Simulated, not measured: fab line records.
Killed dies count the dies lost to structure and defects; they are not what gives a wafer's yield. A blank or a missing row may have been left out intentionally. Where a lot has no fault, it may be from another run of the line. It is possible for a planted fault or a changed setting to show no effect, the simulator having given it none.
Which tool did it? + flow nand harc + 11 lots, 33 wafers sampled, at 6 steps of a route of 1159

== WHAT THE GAUGES READ, wafer by wafer ==
NHARC_A_CONTACT_CD_MEAS_69: the cd target is 200 nm.
| lot  | measured     | on        | cd nm (nm)        |
|------|--------------|-----------|-------------------|
| L077 | day 17 04:57 | cd sem-02 | 200.4 200.2 200.9 |
| L080 | day 17 13:50 | cd sem-01 | 200.3 200.5 200.4 |
| L078 | day 17 05:27 | cd sem-02 | 199.0 199.5 200.1 |
| L082 | day 18 18:30 | cd sem-03 | 200.4 200.1 199.7 |
| L083 | day 19 04:02 | cd sem-02 | 200.0 199.4 200.3 |
| L086 | day 19 20:53 | cd sem-03 | 199.9 199.1 200.0 |
| L091 | day 20 08:49 | cd sem-03 | 200.3 200.2 200.5 |
| L087 | day 20 11:58 | cd sem-02 | 200.2 200.6 200.4 |
| L093 | day 21 02:00 | cd sem-02 | 199.8 199.8 200.3 |
| L096 | day 22 02:14 | cd sem-01 | 199.8 200.3 199.7 |
| L095 | day 22 02:07 | cd sem-03 | 199.8 200.0 200.6 |

== EACH LOT AND THE TOOL THAT RAN IT (in order: tool; ch and the chambers of the sampled wafers; start) ==
| lot  | NHARC_A_SGD_CUT_DESCUM_14          | NHARC_A_SGD_CUT_ETCHBACK_24        | NHARC_A_CONTACT_DEP_29          | NHARC_A_CONTACT_DESCUM_47          | NHARC_A_CONTACT_ETCH_114             |
|------|------------------------------------|------------------------------------|---------------------------------|------------------------------------|--------------------------------------|
| L077 | rie diel-06 ch 1,2,3, day 14 10:21 | rie diel-08 ch 1,2, day 14 16:22   | pecvd-04 ch 1,2, day 16 20:13   | rie diel-07 ch 1,3, day 16 20:57   | har cap etch-03 ch 0,1, day 16 22:49 |
| L080 | rie diel-06 ch 0,2,3, day 14 20:22 | rie diel-06 ch 0,2, day 15 02:32   | pecvd-01 ch 0,1, day 17 05:55   | rie diel-13 ch 0,2,3, day 17 06:48 | har cap etch-02 ch 0,1, day 17 08:35 |
| L078 | rie diel-06 ch 0,1,3, day 14 20:54 | rie diel-08 ch 1,2,3, day 15 02:32 | pecvd-01 ch 0,2, day 16 21:21   | rie diel-13 ch 0,3, day 16 22:14   | har cap etch-02 ch 0,1, day 17 00:22 |
| L082 | rie diel-08 ch 0,1,2, day 15 22:22 | rie diel-04 ch 0,1, day 16 04:08   | pecvd-01 ch 1,2, day 18 09:22   | rie diel-01 ch 0,1,3, day 18 10:17 | har cap etch-01 ch 0,1, day 18 11:56 |
| L083 | rie diel-06 ch 0,2,3, day 16 11:38 | rie diel-08 ch 0,1,3, day 16 19:26 | pecvd-03 ch 0,1,2, day 18 20:01 | rie diel-13 ch 0,2,3, day 18 20:56 | har cap etch-03 ch 0,1, day 18 22:44 |
| L086 | rie diel-04 ch 0,2,3, day 17 05:34 | rie diel-06 ch 0,1,2, day 17 12:27 | pecvd-04 ch 0,1,2, day 19 12:48 | rie diel-13 ch 0,2,3, day 19 13:35 | har cap etch-01 ch 0,1, day 19 15:13 |
| L091 | rie diel-06 ch 0,1, day 17 18:10   | rie diel-08 ch 2,3, day 18 00:17   | pecvd-04 ch 0,1, day 20 00:08   | rie diel-07 ch 0,1, day 20 01:11   | har cap etch-02 ch 0,1, day 20 03:43 |
| L087 | rie diel-06 ch 0,1,2, day 18 00:20 | rie diel-04 ch 0,3, day 18 06:37   | pecvd-03 ch 0,2, day 20 04:22   | rie diel-07 ch 0,2, day 20 05:14   | har cap etch-01 ch 1, day 20 06:52   |
| L093 | rie diel-04 ch 0,2, day 18 07:23   | rie diel-04 ch 1,2, day 18 15:08   | pecvd-01 ch 0,1,2, day 20 15:32 | rie diel-07 ch 1,2, day 20 16:18   | har cap etch-02 ch 0,1, day 20 18:04 |
| L096 | rie diel-06 ch 0,1,3, day 19 12:07 | rie diel-04 ch 1,2,3, day 19 18:47 | pecvd-04 ch 0,2, day 21 18:27   | rie diel-13 ch 0,1,2, day 21 19:28 | har cap etch-02 ch 0,1, day 21 21:17 |
| L095 | rie diel-06 ch 0,2,3, day 19 12:59 | rie diel-06 ch 0,1,2, day 19 18:50 | pecvd-03 ch 1,2, day 21 18:04   | rie diel-07 ch 0,1,2, day 21 19:02 | har cap etch-01 ch 0,1, day 21 21:07 |
- NHARC_A_SGD_CUT_DESCUM_14: chemistry O2, time 3 s.
- NHARC_A_SGD_CUT_ETCHBACK_24: etches the open film in CH3F/O2, target depth 50 nm, time 92.857 s.
- NHARC_A_CONTACT_DEP_29: deposits SiON, target thk 70 nm.
- NHARC_A_CONTACT_DESCUM_47: chemistry O2, time 3 s.
- NHARC_A_CONTACT_ETCH_114: etches the open film in C4F8/O2/Ar, time 94 s, target depth 922 nm.

== THE ANSWER, worked out from the rows above alone ==
Rule: the lots themselves supply what counts as usual. The widest of any qualifying gaps counts: lots, ordered by their means at a reading, are off when they make up no more than a third of the lots, leave a main group of 4 or more, and stand apart from it by 3 or more times the standard deviation of that group's means. Not used: any main group whose means are identical at the precision the tables above print for the reading. Also off: a lot with no number at a reading for which 4 or more lots have one. Where the step has rows for the other lots, those lots are counted as sound.
Nothing can be told from this: no lot is off at any reading shown.

== WHAT THE SIMULATOR HAD PUT IN ==
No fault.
